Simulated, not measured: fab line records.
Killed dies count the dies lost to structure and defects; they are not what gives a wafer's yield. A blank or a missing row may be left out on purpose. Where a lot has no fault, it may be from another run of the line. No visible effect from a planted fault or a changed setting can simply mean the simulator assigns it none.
Matching of chambers / flow n5 finfet / 3 sister chambers for N5_BEOL_M1_PRE_CLEAN_60 on cvd co-02
The step time 15 s. 30 wafers are shown with their chamber, then 12 later ones without.

EACH WAFER AND ITS CHAMBER
wafer=L074.1; chamber=0; heater power w (W)=61
wafer=L074.2; chamber=1; heater power w (W)=90
wafer=L074.3; chamber=2; heater power w (W)=68
wafer=L074.4; chamber=1; heater power w (W)=92
wafer=L074.5; chamber=0; heater power w (W)=60
wafer=L074.6; chamber=2; heater power w (W)=68
wafer=L075.1; chamber=1; heater power w (W)=92
wafer=L075.3; chamber=0; heater power w (W)=60
wafer=L075.5; chamber=2; heater power w (W)=68
wafer=L077.3; chamber=0; heater power w (W)=60
wafer=L077.5; chamber=2; heater power w (W)=69
wafer=L077.6; chamber=1; heater power w (W)=92
wafer=L079.2; chamber=1; heater power w (W)=93
wafer=L079.3; chamber=0; heater power w (W)=62
wafer=L079.6; chamber=1; heater power w (W)=93
wafer=L081.1; chamber=1; heater power w (W)=92
wafer=L081.3; chamber=2; heater power w (W)=69
wafer=L081.6; chamber=0; heater power w (W)=60
wafer=L083.3; chamber=2; heater power w (W)=69
wafer=L083.4; chamber=1; heater power w (W)=95
wafer=L083.5; chamber=2; heater power w (W)=67
wafer=L084.1; chamber=0; heater power w (W)=62
wafer=L084.2; chamber=2; heater power w (W)=68
wafer=L084.4; chamber=2; heater power w (W)=71
wafer=L085.2; chamber=0; heater power w (W)=61
wafer=L085.3; chamber=1; heater power w (W)=96
wafer=L085.5; chamber=2; heater power w (W)=68
wafer=L087.1; chamber=0; heater power w (W)=62
wafer=L087.4; chamber=2; heater power w (W)=68
wafer=L087.5; chamber=1; heater power w (W)=95

SIGNATURES (averages over the wafers above)
reading=heater power w; chamber 0=60.89; chamber 1=93.00; chamber 2=68.45; scatter within a chamber=1.33
Rule: a wafer lies at a distance from a chamber equal to the root of the sum of squares, over the readings, of (its reading less the chamber's mean, divided by the reading's scatter). The wafer belongs to the nearest chamber; if the next one is less than 2 further off, it can't be placed. How the scatter is found: for the shown wafers, subtract from each reading the mean of its chamber, square and add these, divide the total by (wafers less chambers), then take the root.

WAFERS WITH NO CHAMBER GIVEN
wafer=L088.2; heater power w (W)=60
wafer=L088.5; heater power w (W)=70
wafer=L088.6; heater power w (W)=92
wafer=L093.1; heater power w (W)=69
wafer=L093.4; heater power w (W)=91
wafer=L093.5; heater power w (W)=60
wafer=L095.1; heater power w (W)=61
wafer=L095.2; heater power w (W)=68
wafer=L095.4; heater power w (W)=61
wafer=L096.2; heater power w (W)=93
wafer=L096.3; heater power w (W)=60
wafer=L096.5; heater power w (W)=91

WHICH CHAMBER EACH WENT THROUGH
wafer=L088.2; from the rows above=0; in truth=0
wafer=L088.5; from the rows above=2; in truth=2
wafer=L088.6; from the rows above=1; in truth=1
wafer=L093.1; from the rows above=2; in truth=2
wafer=L093.4; from the rows above=1; in truth=1
wafer=L093.5; from the rows above=0; in truth=0
wafer=L095.1; from the rows above=0; in truth=0
wafer=L095.2; from the rows above=2; in truth=2
wafer=L095.4; from the rows above=0; in truth=0
wafer=L096.2; from the rows above=1; in truth=1
wafer=L096.3; from the rows above=0; in truth=0
wafer=L096.5; from the rows above=1; in truth=1
Correct placement for 12 of the 12. Left unplaced by these rows: 0. Wrongly placed: 0.
